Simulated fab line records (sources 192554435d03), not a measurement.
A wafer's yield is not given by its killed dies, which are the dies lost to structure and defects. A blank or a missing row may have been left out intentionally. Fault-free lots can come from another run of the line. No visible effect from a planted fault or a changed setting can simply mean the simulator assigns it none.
Chamber matching | flow n5Finfet | N5_PASSIVATION_PECVD_35 on pecvd-01 has 3 sister chambers
The step deposits SiNx from SiH4/NH3/N2, target thk 700 nm, time 151.3 s. 3 wafers are shown with their chamber, then 7 later ones without.

WAFERS PAIRED WITH THEIR CHAMBERS
wafer  | chamber | throttleValvePct (%)
L195.3 | 2       | 27.1
L195.6 | 0       | 28.8
L204.4 | 1       | 30.8

WAFERS MISSING THEIR CHAMBER
wafer  | throttleValvePct (%)
L204.6 | 27.5
L208.3 | 27.4
L208.4 | 27.4
L208.5 | 30.7
L211.2 | 30.8
L211.3 | 28.6
L211.5 | 27.3

WHICH CHAMBER EACH WENT THROUGH
wafer  | from the rows above | in truth
L204.6 | 2                   | 2
L208.3 | 2                   | 2
L208.4 | 2                   | 2
L208.5 | 1                   | 1
L211.2 | 1                   | 1
L211.3 | 0                   | 0
L211.5 | 2                   | 2
Correctly placed: 7 of 7. Left unplaced by these rows: 0. Wrongly placed: 0.
How it was worked out, from the rows above alone: a wafer's distance from a chamber is the root of the sum, over the readings, of the square of ((its reading less the chamber's mean) divided by the reading's scatter). If the next closest chamber is less than 2 further off than the closest, the wafer can't be placed; otherwise it belongs to the closest. For every chamber, the mean is computed from those of its wafers that are shown. The scatter: root of mean squared gap, hidden wafer to nearest shown wafer, with one shown wafer a chamber.
